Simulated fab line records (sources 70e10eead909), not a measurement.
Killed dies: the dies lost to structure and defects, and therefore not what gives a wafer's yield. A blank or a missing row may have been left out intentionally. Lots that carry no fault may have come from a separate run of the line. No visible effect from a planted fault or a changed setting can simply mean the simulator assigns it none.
Which tool did it?	flow nand harc	24 lots with 72 wafers sampled at 3 steps, on a route of 1159 steps

WHAT EACH GAUGE READ, for each wafer
NHARC_A_WL_FILL_INSPECT_15. Usual: 391 for raw defect count, sd 120.
lot	measured	on	raw defect count	flag
L074	day 15 14:35	defect inspect-02	465 345 299	
L075	day 16 14:31	defect inspect-02	408 504 483	
L076	day 16 19:32	defect inspect-02	463 297 327	
L077	day 16 14:35	defect inspect-01	271 454 252	
L080	day 17 07:43	defect inspect-02	287 340 347	
L079	day 16 19:42	defect inspect-01	460 330 421	
L078	day 17 03:27	defect inspect-02	373 415 305	
L082	day 18 08:46	defect inspect-02	330 364 466	
L081	day 18 08:51	defect inspect-02	426 622 282	
L084	day 18 14:02	defect inspect-01	330 574 464	
L083	day 18 13:53	defect inspect-01	319 295 266	
L085	day 18 21:05	defect inspect-02	206 266 276	
L088	day 19 19:56	defect inspect-02	299 331 474	
L086	day 19 15:38	defect inspect-01	522 465 580	
L089	day 19 21:32	defect inspect-01	260 258 308	
L087	day 19 15:46	defect inspect-01	398 432 351	
L090	day 20 21:25	defect inspect-01	471 460 334	
L092	day 21 02:05	defect inspect-01	335 253 311	
L091	day 20 21:17	defect inspect-01	346 635 463	
L094	day 21 15:08	defect inspect-01	287 564 393	
L095	day 21 17:20	defect inspect-01	326 255 587	
L096	day 21 19:27	defect inspect-01	574 513 364	
L093	day 21 21:44	defect inspect-02	384 405 542	
L097	day 21 23:51	defect inspect-01	255 349 293	

TOOL THAT RAN EACH LOT (tool first, then ch and the chambers of the sampled wafers, then the start)
lot	NHARC_A_SLIT_STRIP_18	NHARC_A_WL_FILL_STRIP_27
L074	rie diel-08 ch 1,2,3, day 14 16:34 or earlier	plasma asher-01 ch 0,1, day 14 16:34
L075	rie diel-10 ch 0,1,3, day 15 17:35 or earlier	plasma asher-02 ch 0,1, day 15 17:35
L076	rie diel-08 ch 1,2, day 15 21:24 or earlier	plasma asher-02 ch 0,1, day 15 21:24
L077	rie diel-12 ch 0,2,3, day 15 20:08 or earlier	plasma asher-01 ch 0,1, day 15 20:08
L080	rie diel-12 ch 0,1,3, day 16 02:37 or earlier	plasma asher-01 ch 0,1, day 16 02:37
L079	rie diel-08 ch 0,1,3, day 15 23:28 or earlier	plasma asher-02 ch 0,1, day 15 23:28
L078	rie diel-08 ch 1,2,3, day 16 00:18 or earlier	plasma asher-01 ch 0,1, day 16 00:18
L082	rie diel-12 ch 0,2,3, day 17 11:25 or earlier	plasma asher-01 ch 0,1, day 17 11:25
L081	rie diel-10 ch 0,2,3, day 17 11:43 or earlier	plasma asher-02 ch 0,1, day 17 11:43
L084	rie diel-08 ch 2,3, day 17 15:47 or earlier	plasma asher-02 ch 0,1, day 17 15:47
L083	rie diel-10 ch 1,2,3, day 17 15:50 or earlier	plasma asher-01 ch 0,1, day 17 15:50
L085	rie diel-10 ch 0,1,2, day 17 19:29 or earlier	plasma asher-02 ch 0,1, day 17 19:29
L088	rie diel-10 ch 0,1,3, day 18 16:32 or earlier	plasma asher-02 ch 0,1, day 18 16:32
L086	rie diel-10 ch 0,1,2, day 18 16:56 or earlier	plasma asher-01 ch 0,1, day 18 16:56
L089	rie diel-12 ch 0,1,3, day 18 23:04 or earlier	plasma asher-02 ch 0,1, day 18 23:04
L087	rie diel-08 ch 1,2,3, day 18 19:46 or earlier	plasma asher-02 ch 0,1, day 18 19:46
L090	rie diel-12 ch 0,2,3, day 19 23:37 or earlier	plasma asher-02 ch 0,1, day 19 23:37
L092	rie diel-10 ch 0,1,3, day 20 02:17 or earlier	plasma asher-02 ch 0,1, day 20 02:17
L091	rie diel-08 ch 0,1,2, day 20 00:03 or earlier	plasma asher-02 ch 0,1, day 20 00:03
L094	rie diel-10 ch 0,1,2, day 20 05:23 or earlier	plasma asher-02 ch 0, day 20 05:23
L095	rie diel-12 ch 0,2, day 20 05:49 or earlier	plasma asher-02 ch 0,1, day 20 05:49
L096	rie diel-08 ch 0,1, day 20 08:43 or earlier	plasma asher-01 ch 0,1, day 20 08:43
L093	rie diel-10 ch 0,2,3, day 20 08:14 or earlier	plasma asher-01 ch 0,1, day 20 08:14
L097	rie diel-08 ch 0,2,3, day 20 11:04 or earlier	plasma asher-02 ch 0,1, day 20 11:04
- NHARC_A_SLIT_STRIP_18: strips in O2.
- NHARC_A_WL_FILL_STRIP_27: strips in N2/H2, time 20 s.

WHAT THE TOOLS THEMSELVES READ (means of the sampled wafers that have a number; where no wafer has one, the mark that the record gives instead)
NHARC_A_SLIT_STRIP_18. Usual: drypump motor current A 5.6 A, standard deviation 0.53; oes product au 0.998 a.u., standard deviation 0.01; rf vpp V 58.0 V, standard deviation 0.94; showerhead plenum p Torr 3.57 Torr, standard deviation 0.18; throttle valve pct 17.036 %, standard deviation 0.0088.
lot	tool	drypump motor current A (A)	oes product au (a.u.)	rf vpp V (V)	showerhead plenum p Torr (Torr)	throttle valve pct (%)	flag
L074	rie diel-08	5.8	1.000	58.7	3.67	17.033	
L075	rie diel-10	5.6	0.994	57.4	3.47	17.039	
L076	rie diel-08	5.9	1.015	58.1	3.63	17.031	
L077	rie diel-12	5.9	0.999	58.6	3.63	17.037	
L080	rie diel-12	6.2	1.002	57.6	3.58	17.033	
L079	rie diel-08	5.3	1.007	58.4	3.70	17.034	
L078	rie diel-08	5.8	0.994	58.4	3.67	17.044	
L082	rie diel-12	5.9	0.999	58.2	3.62	17.038	
L081	rie diel-10	5.4	0.982	57.1	3.37	17.030	
L084	rie diel-08	6.1	1.001	58.5	3.68	17.038	
L083	rie diel-10	5.4	0.989	57.2	3.46	17.046	
L085	rie diel-10	5.2	0.995	57.4	3.40	17.035	
L088	rie diel-10	5.6	0.988	58.1	3.47	17.036	
L086	rie diel-10	5.2	0.990	57.3	3.40	17.043	
L089	rie diel-12	6.2	0.995	57.8	3.57	17.032	
L087	rie diel-08	5.8	1.001	58.4	3.67	17.038	
L090	rie diel-12	5.9	0.991	57.0	3.62	17.043	
L092	rie diel-10	5.6	0.999	57.4	3.47	17.028	
L091	rie diel-08	5.6	1.012	57.6	3.67	17.032	
L094	rie diel-10	5.2	0.993	59.0	3.40	17.030	
L095	rie diel-12	5.7	0.998	58.7	3.78	17.027	
L096	rie diel-08	5.4	1.003	58.2	3.66	17.033	
L093	rie diel-10	5.4	0.996	57.7	3.36	17.038	
L097	rie diel-08	5.5	0.999	57.8	3.71	17.042	

NHARC_A_WL_FILL_STRIP_27. Usual: drypump motor current A 5.7 A, standard deviation 0.44; heater power w 316 W, standard deviation 45.
lot	tool	drypump motor current A (A)	heater power w (W)	flag
L074	plasma asher-01	5.5	259	
L075	plasma asher-02	5.7	350	
L076	plasma asher-02	5.7	350	
L077	plasma asher-01	5.5	254	
L080	plasma asher-01	5.4	276	
L079	plasma asher-02	5.7	343	
L078	plasma asher-01	5.5	255	
L082	plasma asher-01	5.6	260	
L081	plasma asher-02	5.7	336	
L084	plasma asher-02	6.1	352	
L083	plasma asher-01	5.5	259	
L085	plasma asher-02	6.1	346	
L088	plasma asher-02	6.1	355	
L086	plasma asher-01	5.5	260	
L089	plasma asher-02	6.1	352	
L087	plasma asher-02	6.1	352	
L090	plasma asher-02	6.1	351	
L092	plasma asher-02	5.7	333	
L091	plasma asher-02	5.7	333	
L094	plasma asher-02	6.4	365	
L095	plasma asher-02	5.7	330	
L096	plasma asher-01	5.5	278	
L093	plasma asher-01	5.5	277	
L097	plasma asher-02	6.1	353	

THE ANSWER, worked out from the rows above alone
Rule: lot off if the mean of its wafers having a number is beyond 3 standard deviations from the usual mean. A lot without any number at a reading at which 4 lots or more have one is off too. The other lots that the step has rows for count as sound. After the gauges, taken in route order, come the tools' own readings; for these a lot's mean is taken, as printed above. At the first step where some lot is off, the reading lying furthest off is the one used; lots without a number count as furthest.
No lot is off at any reading shown: from this, nothing can be told.

WHAT THE SIMULATOR HAD INSERTED
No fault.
